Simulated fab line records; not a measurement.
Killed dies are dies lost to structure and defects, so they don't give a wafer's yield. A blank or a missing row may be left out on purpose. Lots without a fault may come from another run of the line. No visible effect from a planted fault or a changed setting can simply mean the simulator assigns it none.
Split-lot study + flow n5 finfet + 7 lots, 39 wafers read, on a route of 1938 steps

== SPLIT DETAILS ==
At N5_BEOL_M9_ETCH_66 (etches SOC in N2/H2, target depth 80 nm, overetch 16 nm, time 120 s), the setting time s was moved away from the recipe's 120 s on 6 of the 39 wafers read, by -20.5% to +49.8%. For the rest of the wafers, this setting stayed at what the recipe calls for.

The reading comes from the split's own step.

== THE READING ==
SiARC_of_BEOL_M9_COAT_64.thk nm (the simulator's own value, which no gauge read), in nm, at N5_BEOL_M9_ETCH_66 (etches SOC in N2/H2, target depth 80 nm, overetch 16 nm, time 120 s). No usual value for it is given in the file. Here, 33 wafers ran the recipe; their average is 6.4 nm with a standard deviation of 0.22 nm.

| wafer  | tool, chamber at the split | time s as run, s | against the recipe | SiARC_of_BEOL_M9_COAT_64.thk nm, nm | against lot-mates on the recipe |
|--------|----------------------------|------------------|--------------------|-------------------------------------|---------------------------------|
| L074.1 | rie diel-03, 3             | 120              | recipe             | 6.6                                 | -                               |
| L074.2 | rie diel-03, 2             | 95.35            | -20.5%             | 8                                   | +1.6                            |
| L074.3 | rie diel-03, 0             | 120              | recipe             | 6.2                                 | -                               |
| L074.4 | rie diel-03, 1             | 120              | recipe             | 6.4                                 | -                               |
| L074.5 | rie diel-03, 1             | 95.35            | -20.5%             | 7.6                                 | +1.2                            |
| L074.6 | rie diel-03, 0             | 95.35            | -20.5%             | 7.4                                 | +1.0                            |
| L087.1 | rie diel-05, 0,3           | 120              | recipe             | 6                                   | -                               |
| L087.3 | rie diel-05, 0,3           | 120              | recipe             | 6                                   | -                               |
| L087.2 | rie diel-05, 2             | 120              | recipe             | 6.6                                 | -                               |
| L087.5 | rie diel-05, 2             | 120              | recipe             | 6.6                                 | -                               |
| L087.4 | rie diel-05, 1             | 120              | recipe             | 6.4                                 | -                               |
| L087.6 | rie diel-05, 1             | 120              | recipe             | 6.4                                 | -                               |
| L089.1 | rie diel-06, 2             | 120              | recipe             | 6.2                                 | -                               |
| L089.2 | rie diel-06, 3,1,1         | 120              | recipe             | 6.4                                 | -                               |
| L089.4 | rie diel-06, 3,1,1         | 120              | recipe             | 6.4                                 | -                               |
| L089.6 | rie diel-06, 3,1,1         | 120              | recipe             | 6.4                                 | -                               |
| L089.3 | rie diel-06, 0             | 120              | recipe             | 6.6                                 | -                               |
| L089.5 | rie diel-06, 0             | 120              | recipe             | 6.6                                 | -                               |
| L092.1 | rie diel-05, 1,2           | 120              | recipe             | 6.4                                 | -                               |
| L092.2 | rie diel-05, 1,2           | 120              | recipe             | 6.4                                 | -                               |
| L092.3 | rie diel-05, 3             | 120              | recipe             | 6                                   | -                               |
| L092.4 | rie diel-05, 0             | 179.8            | +49.8%             | 3                                   | -3.3                            |
| L092.5 | rie diel-05, 2             | 179.8            | +49.8%             | 3.8                                 | -2.5                            |
| L092.6 | rie diel-05, 3             | 179.8            | +49.8%             | 2.8                                 | -3.5                            |
| L095.1 | rie diel-06, 0             | 120              | recipe             | 6.6                                 | -                               |
| L095.4 | rie diel-06, 0             | 120              | recipe             | 6.6                                 | -                               |
| L095.5 | rie diel-06, 0             | 120              | recipe             | 6.6                                 | -                               |
| L095.2 | rie diel-06, 2             | 120              | recipe             | 6.2                                 | -                               |
| L095.3 | rie diel-06, 2             | 120              | recipe             | 6.2                                 | -                               |
| L095.6 | rie diel-06, 2             | 120              | recipe             | 6.2                                 | -                               |
| L094.3 | rie diel-05, 2,1,1         | 120              | recipe             | 6.4                                 | -                               |
| L094.4 | rie diel-05, 2,1,1         | 120              | recipe             | 6.4                                 | -                               |
| L094.6 | rie diel-05, 2,1,1         | 120              | recipe             | 6.4                                 | -                               |
| L093.1 | rie diel-03, 2             | 120              | recipe             | 7                                   | -                               |
| L093.2 | rie diel-03, 3,1,3         | 120              | recipe             | 6.6                                 | -                               |
| L093.4 | rie diel-03, 3,1,3         | 120              | recipe             | 6.6                                 | -                               |
| L093.6 | rie diel-03, 3,1,3         | 120              | recipe             | 6.6                                 | -                               |
| L093.3 | rie diel-03, 0             | 120              | recipe             | 6.2                                 | -                               |
| L093.5 | rie diel-03, 0             | 120              | recipe             | 6.2                                 | -                               |
Where a row lists several chambers, the file gives one row for several wafers and doesn't say which wafer went through which chamber.

FIT RESULTS
A straight line over all 39 wafers: SiARC_of_BEOL_M9_COAT_64.thk nm changes by -0.0638 nm for each +1% of time s; r = -0.97; the points scatter about the line by 0.25 nm.
The same after taking each lot's own level away (the mean of its wafers on the recipe; 39 wafers): -0.0616 nm for each +1%; r = -0.97; scatter 0.24 nm.
The reading moves by 3.1 nm for the largest change in time s, on that fit.
Measured against the standard deviation above, the lots' own levels, which go from 6.27 to 6.53 nm, span 1.2 times it.
Hence the lot-to-lot level has little effect on the slope; both slopes agree.
Check: with one of the wafers moved furthest among these (+49.8%) left out of the fit, the line predicts -2.99 nm for it against its lot-mates. It came out at -3.27 nm against them.

== THE FILE'S OWN FIT ==
SiARC_of_BEOL_M9_COAT_64.thk nm changes by -0.0616 nm for each +1% of time s, r = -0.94.
